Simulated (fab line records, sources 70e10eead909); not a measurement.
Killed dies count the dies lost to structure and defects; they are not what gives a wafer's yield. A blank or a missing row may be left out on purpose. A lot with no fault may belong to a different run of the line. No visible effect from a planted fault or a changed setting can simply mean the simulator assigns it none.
fab line records ; flow nand_harc ; part 1 of 2: steps 1 to 42 of 43
record lots=6; wafers=18; last_day=33
route steps=1302 shown P_M2@340 P_BONDPAD@351 END@1302
lots that met no fault: taken from a fault-free run of the same line
start_h: hours from the record's opening day to when the first of the lot's shown wafers began ; wait_h: hours since the lot's step before ; " repeats the value in the row above ; L1.1+2: several wafers, shown together as one row ; - no value, or no start was given ; * or withheld: withheld ; < > ~ a bound
route shown NAME@n: NAME is a module with steps in the file, n the number in the route of the first one ; usual: mean/standard deviation of fault-free wafers ; same: alike in all rows ; chamber/n: place in a boat ; sites: per-site readings ; _std_site: their standard deviation ; _edge_site: inner sites' mean taken away from outer sites' mean ; radius_mm: for every site, how far away it sits from the centre of the wafer ; mask NAME#n: copy n ; behind: the most recent tool/chamber to have shaped the wafer ; hold: why the lot went on hold/how many hours it stayed there/how the hold came to an end ; device: names the non-switching transistor (n, p or np) ; end of line: at the end of the route, the tests of the same wafers ; where a step has no rows: the recipe by itself ; killed: dies lost to structure and defects at the first sort, not the wafer's yield ; map: per-die view of a wafer (x killed, . not killed, _ where there is no die)
set.NAME: the setting the step ran with; set.NAME@STEP: the setting that earlier step ran with ; model.NAME: the simulator's own value behind a step, which no gauge read
a table for each step, a row for each wafer; lots at some steps of the route
services: from which hour (start_h, from the record's first day; less than 0 if before it) a tool's chamber was out of use, for how many hours, and why
## steps
# step NHARC_P_M2_PVD_20
# recipe target_thk_a=50; bias_v=168.6; power_w=15000; chamber_pressure_pa=0.12; time_s=8.06; substrate_temp_c=50; material=TaN
# step NHARC_P_M2_PVD_21
# recipe target_thk_a=300; chamber_pressure_pa=5; power_w=5000; substrate_temp_c=30; time_s=20.49; material=Cu
# usual substrate_temp_c=30.01/0.12; throttle_valve_pct=29.9/1
lot.wafer;tool;chamber;start_h;wait_h;substrate_temp_c;throttle_valve_pct
L689.1;pvd_sputter-02;-;-;-;30.16;30.7
L689.3;pvd_sputter-02;-;-;-;29.93;29.8
L689.5;pvd_sputter-02;-;-;-;30.17;29.8
L695.4;pvd_sputter-03;-;-;-;29.91;30.6
L695.3;pvd_sputter-03;-;-;-;30.05;28.3
L695.6;pvd_sputter-03;-;-;-;30.00;30.4
L697.4;pvd_sputter-01;-;-;-;29.94;31.4
L697.1;pvd_sputter-01;-;-;-;29.74;30.4
L697.2;pvd_sputter-01;-;-;-;30.03;29.9
L702.1;pvd_sputter-01;-;-;-;29.95;31.5
L702.4;pvd_sputter-01;-;-;-;30.00;30.4
L702.5;pvd_sputter-01;-;-;-;30.03;29.8
L704.4;pvd_sputter-02;-;-;-;29.73;30.4
L704.3;pvd_sputter-02;-;-;-;29.81;31.3
L704.2;pvd_sputter-02;-;-;-;29.92;29.9
L708.2;pvd_sputter-02;-;-;-;30.06;30.1
L708.6;pvd_sputter-02;-;-;-;30.17;31.5
L708.5;pvd_sputter-02;-;-;-;30.05;30.0
# step NHARC_P_M2_ECD_22
# recipe target_thk_a=4000; bath_temp_c=25; material=Cu
# step NHARC_P_M2_ANNEAL_31
# recipe temp_c=225; time_s=90
# step NHARC_P_M2_CMP_23
# recipe t_overpolish_s=20; target_thk_nm=144.3
# step NHARC_P_M2_THK_MEAS_24
# recipe thk_meas_gauge=xrf
# usual thk_nm=144.6/1.5
lot.wafer;tool;chamber;start_h;wait_h;thk_nm
L689.1;film_metro-01;-;166.56;-;148.3
L689.3;film_metro-01;-;166.56;-;146.8
L689.5;film_metro-01;-;166.56;-;144.6
L695.3;film_metro-01;-;221.19;-;144.1
L695.4;film_metro-01;-;221.19;-;144.8
L695.6;film_metro-01;-;221.19;-;143.9
L697.1;film_metro-02;-;237.88;-;147.9
L697.2;film_metro-02;-;237.88;-;145.5
L697.4;film_metro-02;-;237.88;-;145.6
L702.1;film_metro-02;-;293.25;-;146.0
L702.4;film_metro-02;-;293.25;-;145.5
L702.5;film_metro-02;-;293.25;-;147.0
L704.2;film_metro-01;-;314.22;-;143.3
L704.3;film_metro-01;-;314.22;-;144.7
L704.4;film_metro-01;-;314.22;-;143.8
L708.2;film_metro-01;-;347.73;-;145.2
L708.5;film_metro-01;-;347.73;-;145.0
L708.6;film_metro-01;-;347.73;-;145.5
# step NHARC_P_M2_SRD_25
# step NHARC_P_M2_INSPECT_27
# usual raw_defect_count=313/110
lot.wafer;tool;chamber;start_h;wait_h;raw_defect_count
L689.1;defect_inspect-01;-;166.72;0.0;208
L689.3;defect_inspect-01;-;166.72;0.0;322
L689.5;defect_inspect-01;-;166.72;0.0;379
L695.3;defect_inspect-02;-;221.34;0.0;391
L695.4;defect_inspect-02;-;221.34;0.0;424
L695.6;defect_inspect-02;-;221.34;0.0;583
L697.1;defect_inspect-01;-;238.03;0.0;297
L697.2;defect_inspect-01;-;238.03;0.0;213
L697.4;defect_inspect-01;-;238.03;0.0;309
L702.1;defect_inspect-01;-;293.41;0.0;331
L702.4;defect_inspect-01;-;293.41;0.0;275
L702.5;defect_inspect-01;-;293.41;0.0;315
L704.2;defect_inspect-02;-;314.41;0.0;204
L704.3;defect_inspect-02;-;314.41;0.0;248
L704.4;defect_inspect-02;-;314.41;0.0;312
L708.2;defect_inspect-01;-;347.88;0.0;308
L708.5;defect_inspect-01;-;347.88;0.0;429
L708.6;defect_inspect-01;-;347.88;0.0;305
# step NHARC_P_M2_PRE_CLEAN_32
# recipe time_s=12; temp_c=370; rf_power_w=300; gas=NH3
# step NHARC_P_M2_DEP_33
# recipe target_thk_a=300; temp_c=370; target_thk_nm=30; pressure_torr=3; flow_sccm=200; rf_w=450; material=SiCN
# step NHARC_P_BONDPAD_DEP_00
# recipe target_thk_a=2500; temp_c=370; target_thk_nm=250; pressure_torr=3; flow_sccm=200; rf_w=450; material=SiCN
# step NHARC_P_BONDPAD_CMP_32
# recipe target_thk_nm=200; material=SiCN
# usual motor_current_A=12.0/1.2
lot.wafer;tool;chamber;start_h;wait_h;motor_current_A
L689.1;cmp-02;0;167.77;-;13.2
L689.3;cmp-02;1;167.77;-;12.2
L689.5;cmp-02;1;167.77;-;12.2
L695.3;cmp-01;0;222.36;-;13.5
L695.4;cmp-01;1;222.36;-;12.6
L695.6;cmp-01;3;222.36;-;10.3
L697.1;cmp-01;2;239.00;-;12.0
L697.4;cmp-01;0;239.00;-;13.8
L697.2;cmp-01;1;239.00;-;12.4
L702.1;cmp-03;1;294.40;-;9.7
L702.4;cmp-03;2;294.40;-;12.1
L702.5;cmp-03;0;294.40;-;14.1
L704.2;cmp-03;0;315.37;-;13.4
L704.4;cmp-03;1;315.37;-;9.3
L704.3;cmp-03;2;315.37;-;12.1
L708.2;cmp-01;2;349.02;-;11.4
L708.5;cmp-01;2;349.02;-;11.8
L708.6;cmp-01;3;349.02;-;10.8
# step NHARC_P_BONDPAD_THK_MEAS_33
# recipe thk_meas_gauge=ellipsometry
# usual thk_nm=200.2/1.6
lot.wafer;tool;chamber;start_h;wait_h;thk_nm
L689.1;film_metro-01;-;168.02;0.2;198.8
L689.3;film_metro-01;-;168.02;0.2;197.7
L689.5;film_metro-01;-;168.02;0.2;196.5
L695.3;film_metro-01;-;222.56;0.2;200.3
L695.4;film_metro-01;-;222.56;0.2;199.5
L695.6;film_metro-01;-;222.56;0.2;200.2
L697.1;film_metro-02;-;239.25;0.2;201.1
L697.2;film_metro-02;-;239.25;0.2;202.4
L697.4;film_metro-02;-;239.25;0.2;200.5
L702.1;film_metro-01;-;294.62;0.2;200.0
L702.4;film_metro-01;-;294.62;0.2;198.3
L702.5;film_metro-01;-;294.62;0.2;202.0
L704.2;film_metro-02;-;315.62;0.2;199.9
L704.3;film_metro-02;-;315.62;0.2;199.5
L704.4;film_metro-02;-;315.62;0.2;199.6
L708.2;film_metro-01;-;349.27;0.2;203.1
L708.5;film_metro-01;-;349.27;0.2;202.0
L708.6;film_metro-01;-;349.27;0.2;201.4
# step NHARC_P_BONDPAD_SRD_34
# step NHARC_P_BONDPAD_DEHYDRATE_01
# recipe temp_c=150; time_s=120
# step NHARC_P_BONDPAD_HMDS_02
# recipe time_s=30
# step NHARC_P_BONDPAD_COAT_36
# recipe temp_c=200; time_s=65
# step NHARC_P_BONDPAD_COAT_03
# recipe spin_rpm=2000; resist_thk_nm=600
# step NHARC_P_BONDPAD_SOFTBAKE_04
# recipe temp_c=125; time_s=70
# step NHARC_P_BONDPAD_EBR_05
# step NHARC_P_BONDPAD_EXPOSE_06
# recipe na=0.55; dose_mj=37.06; mask_id=P_BPAD
# step NHARC_P_BONDPAD_PEB_07
# recipe peb_temp_c=128; peb_time_s=80
# step NHARC_P_BONDPAD_DEVELOP_08
# recipe time_s=50; dev_temp_c=22
# step NHARC_P_BONDPAD_CD_MEAS_09
# recipe target_cd_nm=500; landing_energy_ev=500
# usual cd_nm=499.9/1.6
lot.wafer;tool;chamber;start_h;wait_h;cd_nm
L689.1;cd_sem-02;0;168.58;-;500.4
L689.3;cd_sem-02;0;168.58;-;502.2
L689.5;cd_sem-02;0;168.58;-;500.1
L695.3;cd_sem-01;0;223.13;-;501.7
L695.4;cd_sem-01;0;223.13;-;501.4
L695.6;cd_sem-01;0;223.13;-;500.5
L697.1;cd_sem-03;0;239.81;-;501.1
L697.2;cd_sem-03;0;239.81;-;501.6
L697.4;cd_sem-03;0;239.81;-;504.4
L702.1;cd_sem-02;0;295.06;-;500.3
L702.4;cd_sem-02;0;295.06;-;499.2
L702.5;cd_sem-02;0;295.06;-;500.5
L704.2;cd_sem-03;0;316.22;-;499.4
L704.3;cd_sem-03;0;316.22;-;497.8
L704.4;cd_sem-03;0;316.22;-;497.7
L708.2;cd_sem-02;0;349.84;-;502.2
L708.5;cd_sem-02;0;349.84;-;498.0
L708.6;cd_sem-02;0;349.84;-;502.6
# step NHARC_P_BONDPAD_OVL_MEAS_38
# usual overlay_x_nm=-1/5.3; overlay_y_nm=0/6.5
lot.wafer;tool;chamber;start_h;wait_h;overlay_x_nm;overlay_y_nm
L689.1;overlay-02;-;168.67;-;2;-2
L689.3;overlay-02;-;168.67;-;2;-1
L689.5;overlay-02;-;168.67;-;2;-1
L695.3;overlay-02;-;223.21;-;-7;5
L695.4;overlay-02;-;223.21;-;-7;5
L695.6;overlay-02;-;223.21;-;-8;6
L697.1;overlay-01;-;239.90;-;1;2
L697.2;overlay-01;-;239.90;-;1;3
L697.4;overlay-01;-;239.90;-;1;3
L702.1;overlay-01;-;295.15;-;3;-2
L702.4;overlay-01;-;295.15;-;3;-2
L702.5;overlay-01;-;295.15;-;3;-1
L704.2;overlay-02;-;316.31;-;-4;1
L704.3;overlay-02;-;316.31;-;-4;0
L704.4;overlay-02;-;316.31;-;-4;0
L708.2;overlay-02;-;349.93;-;-6;-4
L708.5;overlay-02;-;349.93;-;-6;-5
L708.6;overlay-02;-;349.93;-;-7;-4
# step NHARC_P_BONDPAD_HARDBAKE_10
# recipe temp_c=118; time_s=65
# step NHARC_P_BONDPAD_DESCUM_11
# recipe time_s=3; o2_flow_sccm=200; ar_flow_sccm=0; bias_power_w=0; chemistry=O2
# usual drypump_motor_current_A=5.7/0.36; oes_product_au=0.994/0.01; rf_vpp_V=57.6/0.9; showerhead_plenum_p_Torr=1.88/0.059; throttle_valve_pct=11.311/0.0091
# same bias_power_w=0
lot.wafer;tool;chamber;start_h;wait_h;drypump_motor_current_A;oes_product_au;rf_hours_counter_h;rf_vpp_V;showerhead_plenum_p_Torr;throttle_valve_pct
L689.1;rie_diel-05;1;168.79;-;5.6;0.980;6.0;56.5;1.91;11.310
L689.3;rie_diel-05;2;168.79;-;6.2;0.993;6.8;57.2;1.95;11.311
L689.5;rie_diel-05;1;168.79;-;5.6;0.990;-;58.4;1.91;11.316
L695.3;rie_diel-12;3;223.36;-;5.4;1.008;9.0;56.9;1.83;11.309
L695.6;rie_diel-12;2;223.36;-;5.7;0.995;-;56.9;1.92;11.301
L695.4;rie_diel-12;3;223.36;-;5.4;0.994;-;57.6;1.83;11.299
L697.1;rie_diel-12;2;240.02;-;5.6;0.989;9.1;57.4;1.92;11.309
L697.2;rie_diel-12;3;240.02;-;5.4;0.997;9.4;58.0;1.83;11.314
L697.4;rie_diel-12;1;240.02;-;5.8;0.991;-;58.4;1.83;11.305
L702.1;rie_diel-08;0;295.28;-;6.2;1.006;2.5;59.2;1.95;11.314
L702.4;rie_diel-08;3;295.28;-;6.2;0.983;2.5;58.8;1.98;11.311
L702.5;rie_diel-08;1;295.28;-;6.1;0.980;-;56.1;1.85;11.302
L704.4;rie_diel-12;1;316.43;-;5.8;0.981;1.4;57.3;1.83;11.326
L704.2;rie_diel-12;2;316.43;-;5.6;0.985;1.5;57.0;1.92;11.318
L704.3;rie_diel-12;3;316.43;-;5.4;1.028;1.9;57.1;1.83;11.309
L708.2;rie_diel-12;2;350.07;-;5.6;0.968;2.8;59.1;1.92;11.310
L708.5;rie_diel-12;0;350.07;-;5.2;1.006;-;56.4;1.82;11.295
L708.6;rie_diel-12;1;350.07;-;5.8;0.989;-;56.1;1.83;11.314
# step NHARC_P_BONDPAD_ETCH_37
# recipe target_depth_a=600; overetch_a=180; time_s=65.91; ion_energy_ev=200; n2_flow_sccm=150; h2_flow_sccm=150; ar_flow_sccm=0; rf_w=400; bias_w=150; chemistry=N2/H2
# usual drypump_motor_current_A=5.7/0.37; oes_product_au=0.995/0.0099; rf_vpp_V=429.1/2; showerhead_plenum_p_Torr=1.99/0.065; throttle_valve_pct=14.170/0.0094
lot.wafer;tool;chamber;start_h;wait_h;drypump_motor_current_A;oes_product_au;rf_hours_counter_h;rf_vpp_V;showerhead_plenum_p_Torr;throttle_valve_pct
L689.1;rie_diel-05;1;168.89;0.1;5.6;0.987;6.0;430.8;2.03;14.183
L689.3;rie_diel-05;3;168.89;0.1;6.0;0.996;7.1;426.8;1.95;14.157
L689.5;rie_diel-05;0;168.89;0.1;5.4;0.993;-;426.0;1.91;14.167
L695.3;rie_diel-12;2;223.44;0.1;5.6;0.997;8.7;429.8;2.05;14.175
L695.6;rie_diel-12;3;223.44;0.1;5.4;0.996;-;427.0;1.95;14.181
L695.4;rie_diel-12;1;223.44;0.1;5.8;0.990;-;428.2;1.95;14.171
L697.1;rie_diel-12;2;240.13;0.1;5.6;0.995;9.1;429.1;2.05;14.170
L697.2;rie_diel-12;3;240.13;0.1;5.4;1.006;9.4;426.0;1.95;14.164
L697.4;rie_diel-12;2;240.13;0.1;5.6;1.005;-;431.3;2.05;14.181
L702.1;rie_diel-08;2;295.36;0.1;5.1;0.985;2.7;430.5;2.06;14.169
L702.4;rie_diel-08;3;295.36;0.1;6.2;0.998;2.5;431.5;2.11;14.159
L702.5;rie_diel-08;2;295.36;0.1;5.1;0.995;-;431.4;2.06;14.167
L704.4;rie_diel-12;0;316.52;0.1;5.2;1.001;1.8;426.5;1.93;14.171
L704.3;rie_diel-12;2;316.52;0.1;5.7;0.989;1.5;430.0;2.05;14.175
L704.2;rie_diel-12;3;316.52;0.1;5.4;1.021;1.9;428.1;1.95;14.168
L708.2;rie_diel-12;1;350.15;0.1;5.8;0.994;3.7;427.6;1.95;14.182
L708.6;rie_diel-12;3;350.15;0.1;5.4;1.011;-;427.8;1.95;14.176
L708.5;rie_diel-12;0;350.15;0.1;5.2;1.003;-;427.2;1.93;14.183
# step NHARC_P_BONDPAD_ETCH_12
# recipe target_depth_a=2000; time_s=100; chf3_flow_sccm=50; o2_flow_sccm=10; ar_flow_sccm=200; rf_w=500; bias_w=200; chemistry=CHF3/O2
# step NHARC_P_BONDPAD_CD_MEAS_13
# usual cd_nm=499.1/1.8
lot.wafer;tool;chamber;start_h;wait_h;cd_nm
L689.1;cd_sem-01;-;169.11;-;499.7
L689.3;cd_sem-01;-;169.11;-;501.7
L689.5;cd_sem-01;-;169.11;-;498.6
L695.3;cd_sem-01;-;223.70;-;500.9
L695.4;cd_sem-01;-;223.70;-;500.1
L695.6;cd_sem-01;-;223.70;-;500.0
L697.1;cd_sem-01;-;240.39;-;501.4
L697.2;cd_sem-01;-;240.39;-;500.7
L697.4;cd_sem-01;-;240.39;-;503.0
L702.1;cd_sem-02;-;295.59;-;499.2
L702.4;cd_sem-02;-;295.59;-;498.7
L702.5;cd_sem-02;-;295.59;-;499.5
L704.2;cd_sem-01;-;316.75;-;499.6
L704.3;cd_sem-01;-;316.75;-;497.5
L704.4;cd_sem-01;-;316.75;-;497.2
L708.2;cd_sem-01;-;350.37;-;500.5
L708.5;cd_sem-01;-;350.37;-;497.9
L708.6;cd_sem-01;-;350.37;-;500.6
# step NHARC_P_BONDPAD_STRIP_15
# recipe o2_flow_sccm=500; ar_flow_sccm=0; bias_w=0; chemistry=O2
# step NHARC_P_BONDPAD_ETCH_24
# recipe target_depth_a=300; over_etch_frac=0.3; time_s=72.99; ion_energy_ev=150; cf4_flow_sccm=50; n2_flow_sccm=100; ar_flow_sccm=150; rf_w=300; bias_w=100; chemistry=CF4/N2
# step NHARC_P_BONDPAD_STRIP_16
# recipe time_s=600; temp_c=30; chemistry=post_etch_residue_remover
# step NHARC_P_BONDPAD_DEGAS_25
# recipe temp_c=300; time_s=60
# step NHARC_P_BONDPAD_PRE_CLEAN_26
# recipe time_s=30; temp_c=280; gas=H2/He
# usual heater_power_w=419/51; susceptor_temp_C=280.00/0.17
lot.wafer;tool;chamber;start_h;wait_h;heater_power_w;susceptor_temp_C
L689.1;pvd_sputter-02;-;-;-;359;280.01
L689.3;pvd_sputter-02;-;-;-;417;279.81
L689.5;pvd_sputter-02;-;-;-;378;279.82
L695.3;pvd_sputter-03;-;-;-;358;280.31
L695.4;pvd_sputter-03;-;-;-;414;280.13
L695.6;pvd_sputter-03;-;-;-;351;280.04
L697.4;pvd_sputter-01;-;-;-;486;-
L697.1;pvd_sputter-01;-;-;-;532;-
L697.2;pvd_sputter-01;-;-;-;465;-
L702.4;pvd_sputter-03;-;-;-;420;279.74
L702.1;pvd_sputter-03;-;-;-;353;280.16
L702.5;pvd_sputter-03;-;-;-;358;280.04
L704.4;pvd_sputter-01;-;-;-;529;280.13
L704.2;pvd_sputter-01;-;-;-;472;280.08
L704.3;pvd_sputter-01;-;-;-;479;280.05
L708.2;pvd_sputter-01;-;-;-;525;280.12
L708.5;pvd_sputter-01;-;-;-;464;279.98
L708.6;pvd_sputter-01;-;-;-;478;280.00
# step NHARC_P_BONDPAD_PVD_17
# recipe target_thk_a=50; bias_v=168.6; power_w=15000; chamber_pressure_pa=0.12; time_s=8.06; substrate_temp_c=50; material=TaN
# step NHARC_P_BONDPAD_PVD_27
# recipe target_thk_a=300; chamber_pressure_pa=5; power_w=5000; substrate_temp_c=30; time_s=20.49; material=Cu
# usual substrate_temp_c=30.01/0.091; throttle_valve_pct=29.8/1.1
lot.wafer;tool;chamber;start_h;wait_h;substrate_temp_c;throttle_valve_pct
L689.1;pvd_sputter-02;-;-;-;30.18;30.0
L689.3;pvd_sputter-02;-;-;-;30.00;29.7
L689.5;pvd_sputter-02;-;-;-;30.01;30.7
L695.3;pvd_sputter-03;-;-;-;30.12;28.7
L695.4;pvd_sputter-03;-;-;-;29.98;28.5
L695.6;pvd_sputter-03;-;-;-;30.12;29.0
L697.2;pvd_sputter-01;-;-;-;29.97;28.0
L697.4;pvd_sputter-01;-;-;-;30.00;30.4
L697.1;pvd_sputter-01;-;-;-;29.87;29.9
L702.4;pvd_sputter-03;-;-;-;29.93;29.3
L702.1;pvd_sputter-03;-;-;-;30.13;28.6
L702.5;pvd_sputter-03;-;-;-;29.99;30.4
L704.2;pvd_sputter-01;-;-;-;30.05;31.3
L704.4;pvd_sputter-01;-;-;-;30.04;30.3
L704.3;pvd_sputter-01;-;-;-;29.98;27.8
L708.2;pvd_sputter-01;-;-;-;29.98;29.9
L708.6;pvd_sputter-01;-;-;-;29.97;30.4
L708.5;pvd_sputter-01;-;-;-;29.93;30.2
# step NHARC_P_BONDPAD_ECD_18
# recipe target_thk_a=4000; bath_temp_c=25; material=Cu
# step NHARC_P_BONDPAD_ANNEAL_28
# recipe temp_c=225; time_s=90
# step NHARC_P_BONDPAD_CMP_19
# recipe t_overpolish_s=30; cu_recess_touch_s=16; target_thk_nm=160.81
# step NHARC_P_BONDPAD_THK_MEAS_20
# recipe thk_meas_gauge=xrf
# usual thk_nm=160.8/1.5
lot.wafer;tool;chamber;start_h;wait_h;thk_nm
L689.1;film_metro-02;-;172.07;-;159.2
L689.3;film_metro-02;-;172.07;-;161.1
L689.5;film_metro-02;-;172.07;-;163.6
L695.3;film_metro-01;-;226.04;-;159.7
L695.4;film_metro-01;-;226.04;-;160.6
L695.6;film_metro-01;-;226.04;-;159.1
L697.1;film_metro-01;-;242.47;-;160.9
L697.2;film_metro-01;-;242.47;-;161.2
L697.4;film_metro-01;-;242.47;-;161.5
L702.1;film_metro-01;-;297.71;-;161.3
L702.4;film_metro-01;-;297.71;-;159.5
L702.5;film_metro-01;-;297.71;-;160.7
L704.2;film_metro-01;-;318.83;-;159.9
L704.3;film_metro-01;-;318.83;-;159.6
L704.4;film_metro-01;-;318.83;-;160.5
L708.2;film_metro-02;-;352.40;-;161.9
L708.5;film_metro-02;-;352.40;-;161.1
L708.6;film_metro-02;-;352.40;-;159.9
# step NHARC_P_BONDPAD_ACTIVATE_29
# recipe time_s=60; n2_flow_sccm=200; ar_flow_sccm=0; bias_power_w=0; chemistry=N2
# usual drypump_motor_current_A=5.8/0.43; oes_product_au=0.992/0.0086; rf_vpp_V=64.1/0.83; showerhead_plenum_p_Torr=1.75/0.059
# same bias_power_w=0
lot.wafer;tool;chamber;start_h;wait_h;hold;drypump_motor_current_A;oes_product_au;rf_hours_counter_h;rf_vpp_V;showerhead_plenum_p_Torr
L689.1;rie_diel-08;3;172.37;0.1;-;6.2;0.997;2.7;64.4;1.83
L689.3;rie_diel-08;1;172.37;0.1;-;6.1;0.982;3.7;65.1;1.71
L689.5;rie_diel-08;2;172.37;0.1;-;5.1;0.986;-;65.3;1.78
L695.4;rie_diel-05;3;229.51;3.1;await_dispo/3.0h/release;6.0;0.990;10.7;64.5;1.69
L695.3;rie_diel-05;0;229.51;3.1;await_dispo/3.0h/release;5.3;0.992;9.4;63.4;1.65
L695.6;rie_diel-05;0;229.51;3.1;await_dispo/3.0h/release;5.3;0.988;-;64.4;1.65
L697.2;rie_diel-12;1;245.28;2.4;await_dispo/2.4h/release;5.7;0.993;8.3;65.1;1.69
L697.1;rie_diel-12;3;245.28;2.4;await_dispo/2.4h/release;5.4;1.012;9.5;64.5;1.69
L697.4;rie_diel-12;3;245.28;2.4;await_dispo/2.4h/release;5.4;0.996;-;63.7;1.69
L702.4;rie_diel-08;1;298.00;0.1;-;6.1;0.986;2.7;62.7;1.71
L702.1;rie_diel-08;2;298.00;0.1;-;5.1;0.997;2.8;63.5;1.78
L702.5;rie_diel-08;0;298.00;0.1;-;6.3;1.000;-;63.8;1.80
L704.3;rie_diel-12;0;319.09;0.1;-;5.2;1.006;1.9;64.2;1.68
L704.2;rie_diel-12;1;319.09;0.1;-;5.8;0.983;1.5;63.1;1.69
L704.4;rie_diel-12;3;319.09;0.1;-;5.4;1.003;1.9;63.3;1.69
L708.2;rie_diel-08;1;352.66;0.1;-;6.1;0.974;3.4;64.2;1.71
L708.6;rie_diel-08;1;352.66;0.1;-;6.1;0.972;-;64.2;1.71
L708.5;rie_diel-08;2;352.66;0.1;-;5.1;0.991;-;63.1;1.78
